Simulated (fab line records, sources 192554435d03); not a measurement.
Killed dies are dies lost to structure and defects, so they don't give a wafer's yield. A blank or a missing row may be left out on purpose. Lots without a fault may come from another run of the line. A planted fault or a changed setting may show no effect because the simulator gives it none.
Chamber matching | flow n5_finfet | N5_MOL_CONTACT_COAG_ALD_123 on ald_sin-04: 4 sister chambers
The step deposits SiNx, target thk 5 nm, pulse time 1 s, purge time 2 s. 16 wafers are shown with their chamber, then 8 later ones without.

WAFERS WITH THEIR CHAMBER
wafer  | chamber | heater_power_w (W) | precursor_pulse_height_rel
L075.1 | 1       | 966                | 1.014
L075.2 | 3       | 737                | 1.006
L075.3 | 2       | 903                | 1.013
L075.4 | 0       | 821                | 0.961
L075.5 | 1       | 971                | 1.044
L075.6 | 0       | 806                | 0.984
L082.1 | 1       | 982                | 1.000
L082.4 | 0       | 813                | 1.020
L082.5 | 1       | 999                | 1.005
L086.1 | 0       | 818                | 0.988
L086.3 | 3       | 725                | 0.962
L086.4 | 3       | 744                | 1.001
L092.1 | 3       | 723                | 0.979
L092.2 | 0       | 764                | 0.996
L092.3 | 2       | 872                | 1.025
L092.4 | 1       | 939                | 0.988

SIGNATURES (means of the wafers above)
reading                    | chamber 0 | chamber 1 | chamber 2 | chamber 3 | scatter within a chamber
heater_power_w             | 804.40    | 971.40    | 887.50    | 732.25    | 20.2
precursor_pulse_height_rel | 0.98980   | 1.01020   | 1.01900   | 0.98700   | 0.0202
Rule: a wafer's distance from a chamber is the root of the sum, over the readings, of the square of ((its reading less the chamber's mean) divided by the reading's scatter). The wafer belongs to the nearest chamber; if the next one is less than 2 further off, it can't be placed. The scatter: the root of (the sum of the squares of (reading less its chamber's mean) over the shown wafers, divided by (wafers less chambers)).

WAFERS WITHOUT THEIR CHAMBER
wafer  | heater_power_w (W) | precursor_pulse_height_rel
L092.5 | 771                | 0.982
L092.6 | 932                | 1.021
L093.3 | 932                | 0.997
L093.4 | 715                | 1.001
L093.6 | 749                | 0.981
L095.1 | 760                | 1.042
L095.4 | 961                | 1.013
L095.6 | 864                | 1.009

WHICH CHAMBER EACH WENT THROUGH
wafer  | from the rows above     | in truth
L092.5 | can't be placed: 0 or 3 | 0
L092.6 | can't be placed: 1 or 2 | 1
L093.3 | can't be placed: 1 or 2 | 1
L093.4 | 3                       | 3
L093.6 | can't be placed: 3 or 0 | 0
L095.1 | can't be placed: 3 or 0 | 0
L095.4 | 1                       | 1
L095.6 | can't be placed: 2 or 0 | 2
Placed correctly: 2 of 8. Can't be placed from these rows: 6 (the true chamber is among the candidates in 6). Placed wrongly: 0.
